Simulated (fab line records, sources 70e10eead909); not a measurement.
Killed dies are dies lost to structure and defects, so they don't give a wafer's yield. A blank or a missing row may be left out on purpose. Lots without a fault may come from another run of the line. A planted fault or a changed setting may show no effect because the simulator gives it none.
fab line records | flow nand_harc
record lots=13 wafers=39 last_day=25
route steps=1159 shown P_STI@87 P_GATE@131 END@1159
lots that met no fault: from a run of the same line without faults
start_h: hours from the record's first day to the start of the lot's first wafer shown | wait_h: hours since the lot's step before | " the same as in the row above | L1.1+2: a row that stands for several wafers | - no value, or no start given | * or withheld: withheld | < > ~ a bound
route shown NAME@n: a module of which the file shows steps, and the number in the route of the first | usual: mean/standard deviation of fault-free wafers | same: alike in all rows | chamber/n: place in a boat | sites: the reading at each site | _std_site: their standard deviation | _edge_site: outer sites' mean less inner sites' | radius_mm: how far each site lies from the wafer's centre | mask NAME#n: copy n | behind: the tool/chamber that last shaped the wafer | hold: why the lot was held/for how many hours/how that ended | device: the transistor (n, p or np) that didn't switch | end of line: the same wafers' tests at the end of the route | a step without rows: its recipe alone | killed: dies lost to structure and defects at the first sort, not the wafer's yield | map: a wafer's dies, x killed, . not, _ none there
set.NAME: the setting as run; set.NAME@STEP: as run at that earlier step | model.NAME: the simulator's own value behind a step, which no gauge read
steps of the route over a sample of lots; a table a step, a row a wafer
services: from which hour (start_h, from the record's first day; less than 0 if before it) a tool's chamber was out of use, for how many hours, and why
## steps
# step NHARC_P_STI_DESCUM_14
# recipe time_s=3 o2_flow_sccm=200 ar_flow_sccm=0 bias_power_w=0 chemistry=O2
# usual drypump_motor_current_A=6.0/0.44 oes_product_au=0.995/0.012 rf_vpp_V=57.7/0.86 showerhead_plenum_p_Torr=1.89/0.07 throttle_valve_pct=11.312/0.0088
# same bias_power_w=0
# columns lot.wafer tool chamber start_h wait_h drypump_motor_current_A oes_product_au rf_hours_counter_h rf_vpp_V showerhead_plenum_p_Torr throttle_valve_pct
L404.4 rie_diel-03 3 38.03 - 5.6 0.978 8.9 57.9 1.81 11.301
L404.1 " 1 " " 5.3 0.987 10.1 58.5 1.91 11.295
L404.6 " 3 " " 5.7 0.982 - 56.8 1.81 11.308
L405.4 rie_diel-06 2 49.49 - 6.5 0.998 4.8 56.8 1.83 11.314
L405.3 " 1 " " 6.3 0.983 4.6 57.4 1.89 11.306
L405.5 " 3 " " 6.5 1.020 - 56.5 1.81 11.317
L406.4 rie_diel-03 2 53.36 - 5.8 0.988 0.5 55.9 1.88 11.317
L406.5 " 3 " " 5.6 0.989 - 57.9 1.81 11.316
L406.6 " 0 " " 6.4 0.993 - 57.9 1.98 11.317
L407.1 rie_diel-03 2 60.56 - 5.7 0.983 0.7 58.3 1.88 11.304
L407.4 " 0 " " 6.4 0.993 1.0 58.4 1.98 11.307
L407.3 " 1 " " 5.3 0.989 0.8 58.4 1.91 11.306
L408.1 rie_diel-03 2 65.51 - 5.8 0.991 0.7 59.2 1.88 11.329
L408.4 " 1 " " 5.3 0.989 0.8 57.3 1.91 11.317
L408.5 " 3 " " 5.6 0.993 - 57.2 1.81 11.320
L409.1 rie_diel-03 2 77.10 - 5.7 0.992 1.3 56.4 1.88 11.307
L409.4 " 3 " " 5.7 1.009 1.6 58.4 1.81 11.318
L409.3 " 1 " " 5.3 0.996 1.3 58.2 1.91 11.309
L411.4 rie_diel-05 3 86.19 - 5.1 1.006 2.0 57.8 2.05 11.288
L411.2 " 0 " " 5.9 1.009 2.4 57.1 1.95 11.303
L411.1 " 1 " " 5.5 0.963 2.3 58.2 1.82 11.306
L412.4 rie_diel-06 1 93.49 - 6.3 1.003 1.1 57.3 1.89 11.299
L412.1 " 2 " " 6.5 0.986 1.0 57.4 1.83 11.306
L412.2 " 3 " " 6.5 0.997 1.0 56.8 1.81 11.312
L413.4 rie_diel-03 0 97.74 - 6.4 0.982 2.7 57.6 1.98 11.316
L413.6 " 0 " " 6.4 0.976 - 56.8 1.98 11.310
L413.5 " 1 " " 5.2 1.005 - 57.4 1.91 11.321
L416.1 rie_diel-03 3 116.47 - 5.7 0.993 4.8 57.3 1.81 11.304
L416.6 " 2 " " 5.7 0.982 - 56.1 1.88 11.316
L416.5 " 3 " " 5.6 0.999 - 57.9 1.81 11.306
L417.1 rie_diel-06 3 119.68 - 6.5 1.003 1.7 57.4 1.81 11.309
L417.3 " 0 " " 5.8 1.002 1.7 58.3 1.95 11.302
L417.5 " 2 " " 6.6 0.993 - 58.7 1.83 11.318
L422.2 rie_diel-05 3 148.90 - 5.1 1.011 3.4 58.9 2.05 11.323
L422.3 " 0 " " 5.9 1.028 3.6 57.3 1.95 11.320
L422.6 " 0 " " 5.9 1.015 - 57.2 1.95 11.325
L426.4 rie_diel-06 3 169.84 - 6.5 1.002 3.5 56.4 1.81 11.299
L426.3 " 1 " " 6.3 1.004 3.7 57.6 1.89 11.313
L426.6 " 0 " " 5.9 0.996 - 57.3 1.95 11.318
# step NHARC_P_STI_OCD_MEAS_17
# usual trench_depth_nm=298/5.8 trench_foot_cd_nm=159/4.3
# columns lot.wafer tool chamber start_h wait_h trench_depth_nm trench_foot_cd_nm
L404.1 ocd-02 - 38.56 0.1 306 163
L404.4 " - " " 299 157
L404.6 " - " " 304 163
L405.3 ocd-01 - 50.01 0.1 300 153
L405.4 " - " " 291 154
L405.5 " - " " 292 161
L406.4 ocd-02 - 53.86 0.1 298 155
L406.5 " - " " 302 159
L406.6 " - " " 291 160
L407.1 ocd-02 - 61.09 0.1 309 160
L407.3 " - " " 295 166
L407.4 " - " " 312 164
L408.1 ocd-02 - 66.04 0.1 298 161
L408.4 " - " " 302 162
L408.5 " - " " 296 159
L409.1 ocd-02 - 77.63 0.1 302 151
L409.3 " - " " 292 154
L409.4 " - " " 298 153
L411.1 ocd-01 - 86.73 0.1 296 168
L411.2 " - " " 293 162
L411.4 " - " " 296 166
L412.1 ocd-01 - 94.02 0.1 301 154
L412.2 " - " " 292 156
L412.4 " - " " 300 156
L413.4 ocd-01 - 98.27 0.1 307 159
L413.5 " - " " 288 158
L413.6 " - " " 301 165
L416.1 ocd-01 - 117.00 0.1 297 157
L416.5 " - " " 303 158
L416.6 " - " " 300 154
L417.1 ocd-01 - 120.23 0.1 308 155
L417.3 " - " " 303 160
L417.5 " - " " 302 151
L422.2 ocd-01 - 149.47 0.1 303 158
L422.3 " - " " 296 154
L422.6 " - " " 289 160
L426.3 ocd-01 - 170.38 0.1 307 164
L426.4 " - " " 300 162
L426.6 " - " " 293 166
# step NHARC_P_GATE_HM_DEP_102
# recipe target_thk_a=1200 temp_c=400 material=aC
# usual throttle_valve_pct=35.000/0.0087
# columns lot.wafer tool chamber start_h wait_h throttle_valve_pct
L404.1 acl_dep-03 0 91.18 1.7 35.009
L404.4 " 0 " " 35.012
L404.6 " 0 " " 35.014
L405.3 acl_dep-01 0 103.17 0.6 34.991
L405.4 " 0 " " 35.001
L405.5 " 0 " " 35.002
L406.4 acl_dep-02 0 103.27 0.7 34.997
L406.5 " 0 " " 35.011
L406.6 " 0 " " 34.985
L407.1 acl_dep-01 0 111.49 0.4 34.985
L407.3 " 0 " " 34.995
L407.4 " 0 " " 34.995
L408.1 acl_dep-03 0 111.50 0.4 35.012
L408.4 " 0 " " 34.985
L408.5 " 0 " " 35.006
L409.1 acl_dep-01 0 128.98 4.6 35.000
L409.3 " 0 " " 35.009
L409.4 " 0 " " 35.004
L411.1 acl_dep-03 0 139.74 1.2 35.001
L411.2 " 0 " " 35.006
L411.4 " 0 " " 34.982
L412.1 acl_dep-01 0 140.35 1.8 34.992
L412.2 " 0 " " 34.989
L412.4 " 0 " " 34.993
L413.4 acl_dep-03 0 150.83 0.7 34.995
L413.5 " 0 " " 35.020
L413.6 " 0 " " 34.993
L417.1 acl_dep-03 0 167.90 1.1 35.009
L417.3 " 0 " " 34.996
L417.5 " 0 " " 35.005
L417.1 acl_dep-03 0 169.16 1.2 34.998
L417.3 " 0 " " 34.999
L417.5 " 0 " " 35.007
L416.1 acl_dep-03 0 168.52 1.7 34.995
L416.5 " 0 " " 35.018
L416.6 " 0 " " 35.008
L416.1 acl_dep-01 0 170.58 2.0 35.010
L416.5 " 0 " " 35.008
L416.6 " 0 " " 35.004
L422.2 acl_dep-02 0 198.49 0.5 35.003
L422.3 " 0 " " 34.975
L422.6 " 0 " " 34.993
L426.3 acl_dep-03 0 221.57 0.6 35.002
L426.4 " 0 " " 34.985
L426.6 " 0 " " 34.984
# step NHARC_P_GATE_CD_MEAS_26
# recipe target_cd_nm=120 landing_energy_ev=500
# usual cd_nm=119.5/0.89
# columns lot.wafer tool chamber start_h wait_h cd_nm
L404.1 cd_sem-03 0 92.65 - 120.0
L404.4 " 0 " " 119.6
L404.6 " 0 " " 120.7
L406.4 cd_sem-03 0 104.30 - 118.0
L406.5 " 0 " " 119.1
L406.6 " 0 " " 117.8
L405.3 cd_sem-02 0 104.45 - 121.4
L405.4 " 0 " " 120.1
L405.5 " 0 " " 120.9
L408.1 cd_sem-02 0 112.83 - 118.7
L408.4 " 0 " " 119.2
L408.5 " 0 " " 118.1
L407.1 cd_sem-01 0 112.98 - 121.0
L407.3 " 0 " " 120.4
L407.4 " 0 " " 119.6
L409.1 cd_sem-01 0 130.35 - 119.6
L409.3 " 0 " " 120.4
L409.4 " 0 " " 118.8
L411.1 cd_sem-03 0 141.11 - 118.8
L411.2 " 0 " " 119.2
L411.4 " 0 " " 119.6
L412.1 cd_sem-01 0 141.69 - 119.6
L412.2 " 0 " " 120.9
L412.4 " 0 " " 119.8
L413.4 cd_sem-03 0 151.86 - 120.1
L413.5 " 0 " " 119.1
L413.6 " 0 " " 120.0
L417.1 cd_sem-03 0 170.38 - 118.0
L417.3 " 0 " " 118.4
L417.5 " 0 " " 117.8
L416.1 cd_sem-01 0 171.80 - 119.7
L416.5 " 0 " " 119.0
L416.6 " 0 " " 117.9
L422.2 cd_sem-01 0 199.84 - 119.2
L422.3 " 0 " " 118.0
L422.6 " 0 " " 118.5
L426.3 cd_sem-03 0 222.86 - 117.6
L426.4 " 0 " " 118.6
L426.6 " 0 " " 118.2
# step NHARC_END_SORT_01
# recipe temp_c=25
# usual killed_at_array=28/11 killed_at_other=0.8/1.1 killed_at_periphery=3.3/2.8 killed_dies=32/11 killed_open=3.3/1.9 killed_short=1.9/1.4
# same gross_dies=677
# columns lot.wafer tool chamber start_h wait_h killed_at_array killed_at_other killed_at_periphery killed_dies killed_open killed_short
L411.1 prober-01 0 494.68 2.5 12 0 2 14 3 0
L411.2 prober-01 0 495.47 2.8 21 0 3 24 6 3
L411.4 prober-01 0 497.06 3.4 15 0 4 19 2 0
L413.4 prober-02 0 497.07 3.4 31 0 0 31 2 2
L413.5 prober-02 0 497.87 3.7 21 1 0 22 1 1
L413.6 prober-02 0 498.67 4.0 29 1 0 30 7 1
L412.1 prober-01 0 502.46 2.5 29 0 6 35 8 0
L412.2 prober-01 0 503.26 2.8 41 0 0 41 4 0
L412.4 prober-01 0 504.86 3.4 38 1 1 40 3 0
L416.1 prober-01 0 532.95 2.6 37 0 2 39 2 5
L416.5 prober-01 0 536.17 3.7 39 0 9 48 3 3
L416.6 prober-01 0 536.97 4.0 36 0 6 42 2 3
L422.2 prober-02 0 569.52 2.8 13 0 0 13 2 2
L422.3 prober-02 0 570.32 3.1 14 2 2 18 6 1
L422.6 prober-02 0 572.71 4.0 10 2 2 14 1 1
L426.3 prober-02 0 585.83 3.1 46 5 4 55 4 3
L426.4 prober-02 0 586.62 3.4 44 2 2 48 2 2
L426.6 prober-02 0 588.21 4.0 43 0 4 47 4 1
# killed by level:class
L411.1 A_CHANNEL_HOLE_D1:chamber_film_flake=3 A_STAIRCASE:chamber_film_flake=2 A_BLC:chamber_film_flake=2 A_ONON_D1:geometric_particle:open=1 A_CONTACT:geometric_particle:open=1 A_BLC:geometric_particle:open=1 P_STI:chamber_film_flake=1 P_GATE:chamber_film_flake=1
L411.2 A_SGD_CUT:chamber_film_flake=6 A_ZERO_WELL:chamber_film_flake=3 A_CHANNEL_HOLE_D1:chamber_film_flake=3 A_WL_FILL:geometric_particle:open=2 A_STAIRCASE:chamber_film_flake=2 P_GATE:geometric_particle:open=1 P_M0:geometric_particle:open=1 P_M1:geometric_particle:open=1
L411.4 A_STAIRCASE:chamber_film_flake=5 A_BLC:chamber_film_flake=5 A_CHANNEL_HOLE_D1:chamber_film_flake=3 P_STI:chamber_film_flake=2 P_M1:chamber_film_flake=2 A_SGD_CUT:geometric_particle:open=1 A_CONTACT:geometric_particle:open=1
L413.4 A_CHANNEL_HOLE_D1:chamber_film_flake=20 A_ZERO_WELL:chamber_film_flake=3 A_CONTACT:chamber_film_flake=3 A_ONON_D1:geometric_particle:short=1 A_SGD_CUT:geometric_particle:open=1 A_WL_FILL:geometric_particle:open=1 A_CONTACT:geometric_particle:short=1 A_STAIRCASE:chamber_film_flake=1
L413.5 A_CHANNEL_HOLE_D1:chamber_film_flake=14 A_STAIRCASE:chamber_film_flake=2 A_ONON_D1:geometric_particle:short=1 A_CHANNEL_HOLE_D1:geometric_particle:open=1 A_ZERO_WELL:chamber_film_flake=1 A_CHANNEL_FILL_D1:chamber_film_flake=1 A_CONTACT:chamber_film_flake=1 HYBRID_BOND:chamber_film_flake=1
L413.6 A_CHANNEL_HOLE_D1:chamber_film_flake=12 A_STAIRCASE:chamber_film_flake=5 A_M0:geometric_particle:open=3 A_CONTACT:chamber_film_flake=2 A_ONON_D1:geometric_particle:open=1 A_SGD_CUT:geometric_particle:open=1 A_WL_FILL:geometric_particle:open=1 A_CONTACT:geometric_particle:short=1
L412.1 A_CHANNEL_HOLE_D1:chamber_film_flake=13 A_SLIT:chamber_film_flake=8 A_ZERO_WELL:chamber_film_flake=3 P_M0:geometric_particle:open=2 A_STAIRCASE:chamber_film_flake=2 P_GATE:geometric_particle:open=1 P_CONTACT:geometric_particle:open=1 P_M1:geometric_particle:open=1
L412.2 A_CHANNEL_HOLE_D1:chamber_film_flake=16 A_SLIT:chamber_film_flake=9 A_STAIRCASE:chamber_film_flake=6 A_ZERO_WELL:chamber_film_flake=3 A_CONTACT:chamber_film_flake=3 A_SGD_CUT:geometric_particle:open=1 A_WL_FILL:geometric_particle:open=1 A_CONTACT:geometric_particle:open=1
L412.4 A_CHANNEL_HOLE_D1:chamber_film_flake=17 A_STAIRCASE:chamber_film_flake=8 A_SLIT:chamber_film_flake=7 A_CONTACT:chamber_film_flake=2 A_CONTACT:geometric_particle:open=1 A_BLC:geometric_particle:open=1 A_M1:geometric_particle:open=1 P_STI:chamber_film_flake=1
L416.1 A_CHANNEL_HOLE_D1:chamber_film_flake=21 A_SLIT:chamber_film_flake=11 A_ONON_D1:geometric_particle:short=3 P_CONTACT:geometric_particle:open=1 P_M1:geometric_particle:open=1 A_CHANNEL_HOLE_D1:geometric_particle:short=1 A_WL_FILL:geometric_particle:short=1
L416.5 A_CHANNEL_HOLE_D1:chamber_film_flake=25 P_ZERO_WELL:chamber_film_flake=5 A_SLIT:chamber_film_flake=5 A_STAIRCASE:chamber_film_flake=3 A_CONTACT:geometric_particle:open=2 P_STI:chamber_film_flake=2 P_M0:geometric_particle:open=1 A_SOURCE_PLATE:geometric_particle:short=1
L416.6 A_CHANNEL_HOLE_D1:chamber_film_flake=15 A_SLIT:chamber_film_flake=10 A_STAIRCASE:chamber_film_flake=4 P_M1:chamber_film_flake=3 A_CONTACT:geometric_particle:open=2 P_ZERO_WELL:chamber_film_flake=2 A_CHANNEL_FILL_D1:chamber_film_flake=2 A_WL_FILL:geometric_particle:short=1
L422.2 A_CHANNEL_HOLE_D1:chamber_film_flake=6 A_CONTACT:chamber_film_flake=2 A_CHANNEL_FILL_D1:geometric_particle:open=1 A_WL_FILL:geometric_particle:short=1 A_CONTACT:geometric_particle:open=1 A_BLC:geometric_particle:short=1 A_SLIT:chamber_film_flake=1
L422.3 A_CHANNEL_HOLE_D1:chamber_film_flake=6 A_CONTACT:geometric_particle:open=3 P_GATE:geometric_particle:open=2 A_CONTACT:chamber_film_flake=2 THIN_TSV:chamber_film_flake=2 A_CHANNEL_FILL_D1:geometric_particle:short=1 A_SLIT:geometric_particle:open=1 A_STAIRCASE:chamber_film_flake=1
L422.6 A_CHANNEL_HOLE_D1:chamber_film_flake=6 A_CONTACT:chamber_film_flake=2 THIN_TSV:chamber_film_flake=2 P_CONTACT:geometric_particle:short=1 A_M1:geometric_particle:open=1 P_GATE:chamber_film_flake=1 A_STAIRCASE:chamber_film_flake=1
L426.3 A_CHANNEL_HOLE_D1:chamber_film_flake=21 A_SLIT:chamber_film_flake=16 THIN_TSV:chamber_film_flake=5 A_CONTACT:chamber_film_flake=4 A_WL_FILL:geometric_particle:open=2 P_CONTACT:geometric_particle:short=1 P_M0:geometric_particle:open=1 P_M2:geometric_particle:short=1
L426.4 A_CHANNEL_HOLE_D1:chamber_film_flake=22 A_SLIT:chamber_film_flake=11 A_WL_FILL:chamber_film_flake=4 A_CONTACT:chamber_film_flake=3 THIN_TSV:chamber_film_flake=2 P_M0:geometric_particle:open=1 A_SGD_CUT:geometric_particle:short=1 A_WL_FILL:geometric_particle:short=1
L426.6 A_CHANNEL_HOLE_D1:chamber_film_flake=21 A_SLIT:chamber_film_flake=10 A_CONTACT:chamber_film_flake=6 A_STAIRCASE:chamber_film_flake=2 P_M0:geometric_particle:open=1 A_CHANNEL_HOLE_D1:geometric_particle:short=1 A_CHANNEL_FILL_D1:geometric_particle:open=1 A_WL_FILL:geometric_particle:open=1
## services
# columns tool chamber start_h hours kind
rie_diel-06 1 16.18 2.6 repair
rie_diel-03 0 17.30 - clean
rie_diel-03 1 17.30 - clean
rie_diel-03 2 17.30 - clean
rie_diel-03 3 17.30 - clean
rie_diel-03 0 25.33 3.9 repair
rie_diel-03 - 38.30 9.0 pm
rie_diel-03 0 38.30 9.0 vent_cycle
rie_diel-03 1 38.30 9.0 vent_cycle
rie_diel-03 2 38.30 9.0 vent_cycle
acl_dep-03 - 42.59 13.0 pm
rie_diel-06 - 64.20 9.0 pm
rie_diel-03 0 82.00 6.9 repair
rie_diel-03 2 83.84 3.0 repair
rie_diel-03 1 88.48 5.3 repair
acl_dep-01 - 112.14 13.0 pm
rie_diel-05 3 114.35 2.7 repair
acl_dep-02 - 133.09 0.9 repair
rie_diel-05 2 133.48 5.2 repair
rie_diel-05 1 135.13 49.1 repair
rie_diel-05 - 163.60 9.0 pm
acl_dep-02 - 168.56 13.0 pm
rie_diel-06 0 211.48 4.1 repair
rie_diel-03 - 215.30 9.0 pm
## key
first_sign step=NHARC_P_GATE_HM_DEP_102 reading=visit direction=added
effect none on later readings
met_at NHARC_P_GATE_HM_DEP_102
struck_lots L416,L417
tester_left_out L416,L417
not_acting_at NHARC_P_STI_DESCUM_14,NHARC_P_STI_OCD_MEAS_17,NHARC_P_GATE_CD_MEAS_26
fault kind=repeated_step_whole tool=acl_dep-01,acl_dep-02,acl_dep-03 chamber=- onset_h=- steps=NHARC_P_GATE_HM_DEP_102 times=1 scope=struck_lots_only
# tester_left_out: of these lots the tester's yield and bins aren't shown, on N5 and GAA mostly nor the transistor test; their killed dies are dies lost to structure and defects alone, not to doping, threshold or leakage, so they don't give the yield
